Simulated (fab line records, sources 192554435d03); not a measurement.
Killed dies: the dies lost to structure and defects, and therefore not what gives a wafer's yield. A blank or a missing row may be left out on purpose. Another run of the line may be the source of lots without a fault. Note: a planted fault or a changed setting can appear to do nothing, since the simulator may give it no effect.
fab line records	flow n5Finfet
[record] lots = 7	wafers = 21	lastDay = 17
route steps=1938 shown BEOL_M1@818 BEOL_M4@1111 PASSIVATION@1936
lots untouched by any fault: they come from a run of this same line in which no faults occurred
startH: hours from the record's first day to the start of the lot's first wafer shown	waitH: how many hours have passed since the lot's step before this one	" the same as in the row above	L1.1+2: several wafers, shown together as one row	- no value present, or no start provided	* or withheld: withheld	< > ~ a bound
route shown NAME@n: NAME is a module with steps in the file, n the number in the route of the first one	usual: the fault-free wafers' mean and standard deviation	same: alike in all rows	chamber/n: place in a boat	sites: per-site readings	_std_site: the standard deviation of these	_edge_site: inner sites' mean taken away from outer sites' mean	radiusMm: for every site, how far away it sits from the centre of the wafer	mask NAME#n: copy n	behind: the tool/chamber that last shaped the wafer	hold: why the lot went on hold/how many hours it stayed there/how the hold came to an end	device: names the non-switching transistor (n, p or np)	end of line: the tests these same wafers got at the end of their route	step lacking rows: just its recipe	killed: dies that structure and defects cost at the first sort, which is not the same as the wafer's yield	map: the dies of a wafer, with x for killed, . for not killed, _ for no die there
set.NAME: the setting the step ran with; set.NAME@STEP: the setting that earlier step ran with	model.NAME: the simulator's own value behind a step, which no gauge read
lots seen at some steps along the route; tables by step, rows by wafer
services: a tool's chamber out of use, with start hour (startH, from the record's first day; less than 0 if before it), hours out, and reason
[[steps]]
[step N5_BEOL_M1_SPUTTER_81]
[recipe] material = Cu	targetThkA = 45	tempC = -20	chamberPressurePa = 0.07	powerW = withheld	timeS = 8.29
[step N5_BEOL_M1_ANNEAL_82]
[recipe] tempC = 400	timeS = 240	ambient = vacuum
[step N5_BEOL_M1_SPUTTER_86]
[recipe] material = Cu	targetThkA = 45	tempC = -20	chamberPressurePa = 0.07	powerW = withheld	timeS = 8.29
[usual] chamberPressurePa = 0.07001/0.00014	chuckGasFlowSccm = 1.26/0.051	substrateTempC = -20.01/0.11	throttleValvePct = 29.8/1
lot.wafer	tool	chamber	startH	waitH	chamberPressurePa	chuckGasFlowSccm	substrateTempC	throttleValvePct
L508.1	pvdSputter-03	-	138.34	0.1	0.06994	1.20	-20.17	29.2
L508.4	"	-	"	"	0.07022	1.23	-20.20	30.4
L508.5	"	-	"	"	0.06996	1.33	-19.90	29.8
L512.3	pvdSputter-03	-	158.74	0.1	0.07006	1.26	-19.99	30.2
L512.5	"	-	"	"	0.06987	1.33	-20.03	30.8
L512.6	"	-	"	"	0.0703	1.16	-19.97	30.1
L513.1	pvdSputter-02	-	161.99	0.1	0.07012	1.32	-19.96	31.4
L513.4	"	-	"	"	0.06984	1.35	-20.18	31.4
L513.5	"	-	"	"	0.06974	1.33	-19.97	28.5
L514.2	pvdSputter-02	-	172.40	0.1	0.07007	1.17	-20.09	28.9
L514.4	"	-	"	"	0.06992	1.27	-20.09	30.9
L514.5	"	-	"	"	0.06986	1.24	-19.99	28.6
L521.1	pvdSputter-03	-	211.11	0.1	0.06993	1.31	-20.19	30.7
L521.3	"	-	"	"	0.07019	1.27	-20.11	29.1
L521.5	"	-	"	"	0.07011	1.24	-19.92	29.4
L528.1	pvdSputter-03	-	263.52	0.1	0.0696	1.33	-20.05	30.1
L528.4	"	-	"	"	0.07009	1.25	-20.16	30.8
L528.6	"	-	"	"	0.06983	1.37	-20.01	29.0
L529.4	pvdSputter-01	-	266.37	0.1	0.07024	1.28	-19.89	27.9
L529.5	"	-	"	"	0.07016	1.25	-20.10	31.2
L529.6	"	-	"	"	0.07009	1.35	-19.86	28.1
[step N5_BEOL_M1_ANNEAL_87]
[recipe] tempC = 400	timeS = 240	ambient = vacuum
[usual] heaterPowerW = 814/76
lot.wafer	tool	chamber	startH	waitH	heaterPowerW
L508.1	pvdSputter-03	-	138.42	0.0	868
L508.4	"	-	"	"	634
L508.5	"	-	"	"	812
L512.3	pvdSputter-03	-	158.82	0.0	648
L512.5	"	-	"	"	743
L512.6	"	-	"	"	637
L513.1	pvdSputter-02	-	162.07	0.0	827
L513.4	"	-	"	"	824
L513.5	"	-	"	"	818
L514.2	pvdSputter-02	-	172.48	0.0	777
L514.4	"	-	"	"	825
L514.5	"	-	"	"	748
L521.1	pvdSputter-03	-	211.19	0.0	749
L521.3	"	-	"	"	882
L521.5	"	-	"	"	884
L528.1	pvdSputter-03	-	263.60	0.0	808
L528.4	"	-	"	"	756
L528.6	"	-	"	"	890
L529.4	pvdSputter-01	-	266.45	0.0	758
L529.5	"	-	"	"	909
L529.6	"	-	"	"	776
[step N5_BEOL_M1_SPUTTER_88]
[recipe] material = Cu	targetThkA = 45	tempC = -20	chamberPressurePa = 0.07	powerW = withheld	timeS = 8.29
[step N5_BEOL_M1_ANNEAL_89]
[recipe] tempC = 400	timeS = 240	ambient = vacuum
[step N5_BEOL_M1_SPUTTER_90]
[recipe] material = Cu	targetThkA = 45	tempC = -20	chamberPressurePa = 0.07	powerW = withheld	timeS = 8.29
[step N5_BEOL_M1_ANNEAL_91]
[recipe] tempC = 400	timeS = 240	ambient = vacuum
[step N5_BEOL_M1_SPUTTER_92]
[recipe] material = Cu	targetThkA = 45	tempC = -20	chamberPressurePa = 0.07	powerW = withheld	timeS = 8.29
[usual] chamberPressurePa = 0.06999/0.00014	chuckGasFlowSccm = 1.26/0.057	substrateTempC = -20.00/0.11	throttleValvePct = 29.8/1
lot.wafer	tool	chamber	startH	waitH	chamberPressurePa	chuckGasFlowSccm	substrateTempC	throttleValvePct
L508.1	pvdSputter-03	-	139.00	0.1	0.07015	1.26	-19.96	29.2
L508.4	"	-	"	"	0.07012	1.24	-20.03	30.2
L508.5	"	-	"	"	0.0699	1.32	-19.97	30.0
L512.3	pvdSputter-03	-	159.40	0.1	0.06985	1.33	-20.09	30.5
L512.5	"	-	"	"	0.07025	1.33	-19.91	30.6
L512.6	"	-	"	"	0.07008	1.12	-20.01	30.3
L513.1	pvdSputter-02	-	162.65	0.1	0.07035	1.26	-20.09	31.3
L513.4	"	-	"	"	0.07024	1.36	-20.08	31.2
L513.5	"	-	"	"	0.07005	1.21	-20.18	28.8
L514.2	pvdSputter-02	-	173.06	0.1	0.06985	1.24	-19.95	28.6
L514.4	"	-	"	"	0.0701	1.33	-19.87	31.5
L514.5	"	-	"	"	0.06996	1.30	-20.16	28.7
L521.1	pvdSputter-03	-	211.77	0.1	0.06998	1.23	-19.99	30.4
L521.3	"	-	"	"	0.06994	1.32	-20.10	29.2
L521.5	"	-	"	"	0.06996	1.36	-20.18	29.0
L528.1	pvdSputter-03	-	264.18	0.1	0.06976	1.20	-20.22	30.0
L528.4	"	-	"	"	0.06997	1.25	-19.87	30.8
L528.6	"	-	"	"	0.07002	1.22	-20.04	29.1
L529.4	pvdSputter-01	-	267.03	0.1	0.07	1.29	-19.98	28.2
L529.5	"	-	"	"	0.06991	1.31	-19.93	30.7
L529.6	"	-	"	"	0.06999	1.27	-20.12	28.2
[step N5_BEOL_M1_ANNEAL_93]
[recipe] tempC = 400	timeS = 240	ambient = vacuum
[step N5_BEOL_M1_SPUTTER_94]
[recipe] material = Cu	targetThkA = 45	tempC = -20	chamberPressurePa = 0.07	powerW = withheld	timeS = 8.29
[usual] chamberPressurePa = 0.07002/0.00013	chuckGasFlowSccm = 1.26/0.049	substrateTempC = -20.01/0.11	throttleValvePct = 29.8/1
lot.wafer	tool	chamber	startH	waitH	chamberPressurePa	chuckGasFlowSccm	substrateTempC	throttleValvePct
L508.1	pvdSputter-03	-	139.22	0.1	0.06995	1.26	-20.17	29.0
L508.4	"	-	"	"	0.07	1.26	-20.00	30.2
L508.5	"	-	"	"	0.07014	1.25	-19.99	29.8
L512.3	pvdSputter-03	-	159.62	0.1	0.06999	1.16	-20.00	30.4
L512.5	"	-	"	"	0.06996	1.28	-20.00	30.6
L512.6	"	-	"	"	0.07004	1.17	-19.95	30.3
L513.1	pvdSputter-02	-	162.87	0.1	0.06998	1.32	-19.90	31.3
L513.4	"	-	"	"	0.07015	1.25	-19.91	31.2
L513.5	"	-	"	"	0.06974	1.29	-19.98	28.7
L514.2	pvdSputter-02	-	173.28	0.1	0.07017	1.27	-19.97	28.6
L514.4	"	-	"	"	0.07013	1.27	-19.87	31.3
L514.5	"	-	"	"	0.0701	1.21	-20.17	28.7
L521.1	pvdSputter-03	-	211.99	0.1	0.07003	1.34	-19.99	30.6
L521.3	"	-	"	"	0.06987	1.22	-19.80	29.0
L521.5	"	-	"	"	0.06994	1.18	-19.97	29.4
L528.1	pvdSputter-03	-	264.40	0.1	0.07009	1.24	-20.12	30.0
L528.4	"	-	"	"	0.07005	1.16	-20.15	30.5
L528.6	"	-	"	"	0.07015	1.25	-20.07	29.2
L529.4	pvdSputter-01	-	267.25	0.1	0.0703	1.20	-20.06	28.0
L529.5	"	-	"	"	0.07017	1.33	-20.11	31.0
L529.6	"	-	"	"	0.07022	1.28	-20.16	28.1
[step N5_BEOL_M1_ANNEAL_95]
[recipe] tempC = 400	timeS = 240	ambient = vacuum
[usual] heaterPowerW = 813/76
lot.wafer	tool	chamber	startH	waitH	heaterPowerW
L508.1	pvdSputter-03	-	139.30	0.0	878
L508.4	"	-	"	"	647
L508.5	"	-	"	"	826
L512.3	pvdSputter-03	-	159.70	0.0	642
L512.5	"	-	"	"	742
L512.6	"	-	"	"	630
L513.1	pvdSputter-02	-	162.95	0.0	829
L513.4	"	-	"	"	812
L513.5	"	-	"	"	817
L514.2	pvdSputter-02	-	173.36	0.0	771
L514.4	"	-	"	"	842
L514.5	"	-	"	"	754
L521.1	pvdSputter-03	-	212.07	0.0	724
L521.3	"	-	"	"	843
L521.5	"	-	"	"	902
L528.1	pvdSputter-03	-	264.48	0.0	794
L528.4	"	-	"	"	759
L528.6	"	-	"	"	880
L529.4	pvdSputter-01	-	267.33	0.0	807
L529.5	"	-	"	"	916
L529.6	"	-	"	"	767
[step N5_BEOL_M1_SPUTTER_96]
[recipe] material = Cu	targetThkA = 45	tempC = -20	chamberPressurePa = 0.07	powerW = withheld	timeS = 8.29
[usual] chamberPressurePa = 0.06998/0.00015	chuckGasFlowSccm = 1.26/0.052	substrateTempC = -20.00/0.12	throttleValvePct = 29.8/1
lot.wafer	tool	chamber	startH	waitH	chamberPressurePa	chuckGasFlowSccm	substrateTempC	throttleValvePct
L508.1	pvdSputter-03	-	139.44	0.1	0.07001	1.24	-20.17	29.2
L508.4	"	-	"	"	0.06988	1.19	-19.90	30.1
L508.5	"	-	"	"	0.07025	1.21	-20.01	30.0
L512.3	pvdSputter-03	-	159.84	0.1	-	-	-	-
L512.5	"	-	"	"	-	-	-	-
L512.6	"	-	"	"	-	-	-	-
L513.1	pvdSputter-02	-	163.09	0.1	-	-	-	-
L513.4	"	-	"	"	-	-	-	-
L513.5	"	-	"	"	-	-	-	-
L514.2	pvdSputter-02	-	173.50	0.1	-	-	-	-
L514.4	"	-	"	"	-	-	-	-
L514.5	"	-	"	"	-	-	-	-
L521.1	pvdSputter-03	-	212.21	0.1	0.07015	1.30	-20.17	30.4
L521.3	"	-	"	"	0.07021	1.29	-19.89	29.3
L521.5	"	-	"	"	0.07028	1.33	-19.91	29.4
L528.1	pvdSputter-03	-	264.62	0.1	0.06984	1.28	-20.03	30.1
L528.4	"	-	"	"	0.0698	1.41	-19.87	30.5
L528.6	"	-	"	"	0.06991	1.23	-20.01	29.2
L529.4	pvdSputter-01	-	267.47	0.1	0.07011	1.34	-19.88	28.0
L529.5	"	-	"	"	0.0699	1.18	-20.09	30.8
L529.6	"	-	"	"	0.06994	1.31	-20.06	28.0
[step N5_BEOL_M1_ECD_50]
[recipe] material = Cu	targetThkA = 3000
[step N5_BEOL_M4_RC_MEAS_101]
[usual] DIBL_N = 36.6/2.1	DIBL_P = 36.3/2.2	IOFF_N = 0.16/0.036	IOFF_P = 0.21/0.038	ION_N = 671/12	ION_P = 460/7.5	SS_N = 71.8/0.72	SS_P = 73.3/0.72	VT_N = 250/3.2	VT_P = -250/3.5
lot.wafer	tool	chamber	startH	waitH	DIBL_N[mV/V]	DIBL_P[mV/V]	IOFF_N[nA/um]	IOFF_P[nA/um]	ION_N[uA/um]	ION_P[uA/um]	SS_N[mV/dec]	SS_P[mV/dec]	VT_N[mV]	VT_P[mV]
L508.1	prober-01	0	171.68	0.0	42.0	39.6	0.24	0.30	681	466	73.4	74.4	247	-244
L508.4	"	0	"	"	36.9	33.8	0.14	0.20	661	455	71.7	73.2	252	-249
L508.5	"	0	"	"	37.6	34.7	0.16	0.23	671	466	71.6	73.2	252	-248
L512.3	prober-01	0	192.39	0.3	40.1	40.6	0.25	0.33	687	467	72.6	74.5	241	-244
L512.5	"	0	"	"	35.3	34.4	0.15	0.20	682	468	71.2	73.1	249	-248
L512.6	"	0	"	"	40.3	39.7	0.23	0.30	673	460	72.8	73.4	245	-245
L513.1	prober-01	0	196.04	0.0	38.6	37.8	0.19	0.24	677	463	72.5	74.3	251	-250
L513.4	"	0	"	"	37.7	37.5	0.18	0.24	692	470	72.0	74.0	249	-250
L513.5	"	0	"	"	35.0	33.6	0.13	0.18	662	456	71.8	72.8	253	-253
L514.2	prober-02	0	212.71	0.2	40.5	39.7	0.24	0.29	704	478	71.8	74.3	242	-245
L514.4	"	0	"	"	37.3	36.8	0.15	0.24	663	464	72.6	73.3	251	-247
L514.5	"	0	"	"	36.8	36.2	0.15	0.24	663	458	71.6	73.5	249	-248
L521.1	prober-01	0	243.19	0.6	35.5	36.2	0.14	0.19	665	455	71.9	73.6	252	-251
L521.3	"	0	"	"	36.6	36.7	0.16	0.20	659	453	72.2	73.6	248	-256
L521.5	"	0	"	"	34.6	34.6	0.13	0.18	653	452	72.0	72.3	254	-256
L528.1	prober-01	0	290.79	0.0	36.8	35.6	0.16	0.24	669	462	71.5	73.6	249	-249
L528.4	"	0	"	"	33.8	31.9	0.11	0.18	635	448	71.4	71.7	256	-249
L528.6	"	0	"	"	34.5	32.6	0.13	0.19	668	458	71.1	72.1	250	-248
L529.4	prober-01	0	300.26	0.5	38.9	36.7	0.17	0.21	660	455	72.1	73.4	251	-252
L529.5	"	0	"	"	38.5	36.4	0.18	0.20	693	468	71.3	73.2	248	-250
L529.6	"	0	"	"	35.8	33.5	0.13	0.15	679	453	70.6	72.0	250	-253
[step N5_PASSIVATION_PROBE_49]
[usual] defectLimitedYield = 91.1/1.4	killed_at_M0_to_M3 = 33/9.1	killed_at_M4_up = 14/5.6	killedAtContacts = 13/5.7	killedAtFrontEnd = 42/12	killedAtOther = 4/3	killedDies = 105/16	killedOpen = 69/11	killedShort = 34/7.5	sort_bin_5_function = 5.2/0.91	sort_bin_6_memory = 3.3/0.64	sort_bin_8_speed = 0.0/0.37	sortNPass = 1075/16	sortYieldPct = 91.1/1.4
[same] grossDies = 1180	killedAtBackSide = 0	sort_bin_4_leakage[%] = 0
lot.wafer	tool	chamber	startH	waitH	defectLimitedYield[%]	killed_at_M0_to_M3	killed_at_M4_up	killedAtContacts	killedAtFrontEnd	killedAtOther	killedDies	killedOpen	killedShort	sort_bin_5_function[%]	sort_bin_6_memory[%]	sort_bin_8_speed[%]	sortNPass	sortYieldPct[%]
L508.1	prober-02	-	263.47	0.0	91.1	25	22	18	36	4	105	69	34	5.7	2.9	0	1075	91.1
L508.4	prober-02	-	263.62	0.2	91.7	24	13	25	34	2	98	62	33	5.0	2.9	0	1082	91.7
L508.5	prober-02	-	263.67	0.2	88.7	34	15	9	63	12	133	78	53	6.9	3.8	0	1047	88.7
L512.3	prober-01	-	297.04	0.1	90.7	45	9	16	34	6	110	68	37	5.7	3.2	0	1070	90.7
L512.5	prober-01	-	297.14	0.2	92.1	44	13	7	23	6	93	55	28	4.5	3.1	0	1087	92.1
L512.6	prober-01	-	297.19	0.3	91.4	36	28	9	25	3	101	60	33	5.1	3.4	0	1079	91.4
L513.1	prober-01	-	300.72	0.4	90.3	48	9	14	38	6	115	68	37	5.7	3.8	0	1065	90.3
L513.4	prober-01	-	300.87	0.6	89.7	26	14	17	57	7	121	79	36	5.8	3.6	0	1059	89.7
L513.5	prober-01	-	300.92	0.6	90.9	28	8	13	57	1	107	62	39	5.8	3.0	0	1073	90.9
L514.2	prober-01	-	311.06	0.2	89.6	44	11	17	45	6	123	76	38	5.3	4.7	0	1057	89.6
L514.4	prober-01	-	311.16	0.3	91.0	33	24	10	38	1	106	65	33	5.7	2.6	0	1074	91.0
L514.5	prober-01	-	311.21	0.4	91.6	27	13	12	46	1	99	66	22	4.8	3.1	0	1081	91.6
L521.1	prober-01	-	344.70	0.0	90.4	29	5	18	52	9	113	84	28	5.9	3.5	0	1067	90.4
L521.3	prober-01	-	344.80	0.1	89.3	35	15	21	51	4	126	86	38	6.9	3.4	0	1054	89.3
L521.5	prober-01	-	344.90	0.2	91.4	28	17	14	41	2	102	63	34	4.3	3.7	0	1078	91.4
L528.1	prober-02	-	390.05	0.0	94.7	17	15	5	25	1	63	46	17	3.3	1.9	0	1117	94.7
L528.4	prober-02	-	390.20	0.2	92.8	34	16	11	20	4	85	63	20	4.1	2.8	4.4	1043	88.4
L528.6	prober-02	-	390.30	0.3	91.0	28	14	6	52	6	106	68	37	5.8	3.0	0	1074	91.0
L529.4	prober-02	-	411.73	0.2	91.6	18	15	10	53	3	99	70	27	4.7	3.6	0	1081	91.6
L529.5	prober-02	-	411.78	0.2	89.0	40	14	30	43	3	130	87	41	6.1	4.5	0	1050	89.0
L529.6	prober-02	-	411.83	0.3	89.7	18	12	18	65	9	122	76	44	6.6	3.3	0	1058	89.7
// killed by level:class
L508.1 MOL_CONTACT_COAG:geometricParticle:open=16 BEOL_M4:geometricParticle:open=12 FIN_SAQP:geometricParticle:open=9 BEOL_M2:geometricParticle:open=9 BEOL_M0_SAQP:geometricParticle:short=5 STARTING-WAFER:geometricParticle:short=5 BEOL_M4:geometricParticle:short=4 STI_FIN_REVEAL:geometricParticle:open=4
L508.4 MOL_CONTACT_COAG:geometricParticle:open=20 GATE_CUT:geometricParticle:open=6 FIN_SAQP:geometricParticle:short=5 GATE_CUT:geometricParticle:short=5 BEOL_M0_SAQP:geometricParticle:open=5 BEOL_M0_SAQP:geometricParticle:short=5 BEOL_M8:geometricParticle:open=5 MOL_CONTACT_COAG:geometricParticle:short=4
L508.5 FIN_SAQP:geometricParticle:open=16 FIN_SAQP:geometricParticle:short=16 BEOL_M0_SAQP:geometricParticle:short=12 MOL_CONTACT_COAG:geometricParticle:open=8 STARTING-WAFER:geometricParticle:open=8 GATE_CUT:geometricParticle:short=6 PAD_METAL:geometricParticle:open=6 BEOL_M0_SAQP:geometricParticle:open=6
L512.3 MOL_CONTACT_COAG:geometricParticle:open=15 BEOL_M2:geometricParticle:open=9 BEOL_M3:geometricParticle:open=8 FIN_SAQP:geometricParticle:short=5 BEOL_M1:geometricParticle:open=5 GATE_CUT:geometricParticle:short=4 BEOL_M0_SAQP:geometricParticle:open=4 BEOL_M3:geometricParticle:short=4
L512.5 BEOL_M3:geometricParticle:open=10 BEOL_M2:geometricParticle:open=9 BEOL_M0_SAQP:geometricParticle:short=7 BEOL_M1:interfaceVoidOpened=7 BEOL_M4:geometricParticle:open=5 FIN_SAQP:geometricParticle:open=4 FIN_CUT:geometricParticle:open=3 MOL_CONTACT_COAG:geometricParticle:short=3
L512.6 BEOL_M1:interfaceVoidOpened=8 MOL_CONTACT_COAG:geometricParticle:open=7 BEOL_M0_SAQP:geometricParticle:short=7 BEOL_M7:geometricParticle:open=7 BEOL_M0_SAQP:geometricParticle:open=6 BEOL_M2:geometricParticle:open=5 FIN_SAQP:geometricParticle:open=4 BEOL_M4:geometricParticle:open=4
L513.1 MOL_CONTACT_COAG:geometricParticle:open=13 BEOL_M3:geometricParticle:open=12 BEOL_M0_SAQP:geometricParticle:open=10 BEOL_M0_SAQP:geometricParticle:short=9 FIN_SAQP:geometricParticle:short=8 BEOL_M1:interfaceVoidOpened=7 FIN_SAQP:geometricParticle:open=6 BEOL_M5:geometricParticle:open=6
L513.4 FIN_SAQP:geometricParticle:open=19 MOL_CONTACT_COAG:geometricParticle:open=14 STI_FIN_REVEAL:geometricParticle:open=12 FIN_SAQP:geometricParticle:short=9 BEOL_M0_SAQP:geometricParticle:short=5 BEOL_M2:geometricParticle:open=4 PAD_METAL:geometricParticle:short=4 STARTING-WAFER:geometricParticle:short=4
L513.5 FIN_SAQP:geometricParticle:open=16 FIN_SAQP:geometricParticle:short=14 BEOL_M0_SAQP:geometricParticle:short=12 MOL_CONTACT_COAG:geometricParticle:open=12 DUMMY_GATE:geometricParticle:open=7 STARTING-WAFER:geometricParticle:open=5 BEOL_M0_SAQP:geometricParticle:open=4 BEOL_M3:geometricParticle:open=4
L514.2 MOL_CONTACT_COAG:geometricParticle:open=13 BEOL_M0_SAQP:geometricParticle:open=13 BEOL_M0_SAQP:geometricParticle:short=8 BEOL_M1:interfaceVoidOpened=8 FIN_SAQP:geometricParticle:short=7 FIN_SAQP:geometricParticle:open=7 BEOL_M3:geometricParticle:open=7 STI_FIN_REVEAL:geometricParticle:open=6
L514.4 BEOL_M4:geometricParticle:open=12 STI_FIN_REVEAL:geometricParticle:open=10 MOL_CONTACT_COAG:geometricParticle:open=10 FIN_SAQP:geometricParticle:short=9 BEOL_M0_SAQP:geometricParticle:short=7 BEOL_M0_SAQP:geometricParticle:open=5 BEOL_M1:interfaceVoidOpened=5 FIN_SAQP:geometricParticle:open=4
L514.5 STI_FIN_REVEAL:geometricParticle:open=15 MOL_CONTACT_COAG:geometricParticle:open=10 BEOL_M4:geometricParticle:open=6 FIN_SAQP:geometricParticle:open=5 DUMMY_GATE:geometricParticle:open=5 BEOL_M0_SAQP:geometricParticle:short=4 BEOL_M1:geometricParticle:open=4 BEOL_M1:interfaceVoidOpened=4
L521.1 FIN_SAQP:geometricParticle:open=18 MOL_CONTACT_COAG:geometricParticle:open=15 STI_FIN_REVEAL:geometricParticle:open=11 BEOL_M1:geometricParticle:open=7 BEOL_M3:geometricParticle:open=7 FIN_SAQP:geometricParticle:short=6 BEOL_M2:geometricParticle:open=5 BEOL_M3:geometricParticle:short=5
L521.3 STI_FIN_REVEAL:geometricParticle:open=29 MOL_CONTACT_COAG:geometricParticle:open=15 BEOL_M3:geometricParticle:open=12 BEOL_M2:geometricParticle:open=8 MOL_CONTACT_COAG:geometricParticle:short=6 BEOL_M0_SAQP:geometricParticle:short=6 BEOL_M5:geometricParticle:short=5 FIN_SAQP:geometricParticle:short=3
L521.5 STI_FIN_REVEAL:geometricParticle:open=10 BEOL_M2:geometricParticle:open=10 MOL_CONTACT_COAG:geometricParticle:open=9 BEOL_M3:geometricParticle:open=8 BEOL_M4:geometricParticle:open=8 FIN_SAQP:geometricParticle:short=5 MOL_CONTACT_COAG:geometricParticle:short=5 BEOL_M4:geometricParticle:short=5
L528.1 STI_FIN_REVEAL:geometricParticle:open=6 BEOL_M4:geometricParticle:open=6 BEOL_M3:geometricParticle:open=5 BEOL_M0_SAQP:geometricParticle:open=5 STARTING-WAFER:geometricParticle:open=5 DUMMY_GATE:geometricParticle:open=4 GATE_CUT:geometricParticle:short=4 MOL_CONTACT_COAG:geometricParticle:open=4
L528.4 BEOL_M1:geometricParticle:open=11 MOL_CONTACT_COAG:geometricParticle:open=9 BEOL_M3:geometricParticle:open=7 BEOL_M2:geometricParticle:open=6 STI_FIN_REVEAL:geometricParticle:open=5 BEOL_M4:geometricParticle:short=5 DUMMY_GATE:geometricParticle:open=3 GATE_CUT:geometricParticle:short=3
L528.6 FIN_SAQP:geometricParticle:open=13 FIN_SAQP:geometricParticle:short=10 STI_FIN_REVEAL:geometricParticle:open=10 BEOL_M0_SAQP:geometricParticle:short=8 BEOL_M3:geometricParticle:open=7 MOL_CONTACT_COAG:geometricParticle:open=6 BEOL_M0_SAQP:geometricParticle:open=5 STARTING-WAFER:geometricParticle:open=5
L529.4 FIN_SAQP:geometricParticle:open=17 STI_FIN_REVEAL:geometricParticle:open=10 FIN_SAQP:geometricParticle:short=8 MOL_CONTACT_COAG:geometricParticle:open=8 BEOL_M4:geometricParticle:open=8 BEOL_M0_SAQP:geometricParticle:short=4 BEOL_M0_SAQP:geometricParticle:open=4 BEOL_M1:geometricParticle:open=4
L529.5 MOL_CONTACT_COAG:geometricParticle:open=19 BEOL_M1:geometricParticle:open=17 FIN_SAQP:geometricParticle:short=13 MOL_CONTACT_COAG:geometricParticle:short=10 STI_FIN_REVEAL:geometricParticle:open=10 BEOL_M2:geometricParticle:open=7 FIN_SAQP:geometricParticle:open=6 BEOL_M3:geometricParticle:open=6
L529.6 STI_FIN_REVEAL:geometricParticle:open=17 MOL_CONTACT_COAG:geometricParticle:open=15 FIN_SAQP:geometricParticle:open=11 FIN_SAQP:geometricParticle:short=9 STI_FIN_REVEAL:geometricParticle:short=9 BEOL_M3:geometricParticle:open=6 STARTING-WAFER:geometricParticle:short=4 BEOL_M1:geometricParticle:open=4
[[services]]
tool	chamber	startH	hours	kind
pvdSputter-01	-	129.27	6.9	repair
pvdSputter-01	-	161.78	0.8	repair
[[key]]
[firstSign] step = N5_BEOL_M1_SPUTTER_96	reading = toolRecord	direction = missing
effect none on later readings
metAt N5_BEOL_M1_SPUTTER_96
struckWafers L512.3,L512.5,L512.6,L513.1,L513.4,L513.5,L514.2,L514.4,L514.5
onsetBetween 139.44 159.84
[fault] kind = skippedStepWhole	tool = pvdSputter-02,pvdSputter-03	chamber = -	onsetH = 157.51	steps = N5_BEOL_M1_SPUTTER_96	scope = struckLotsOnly
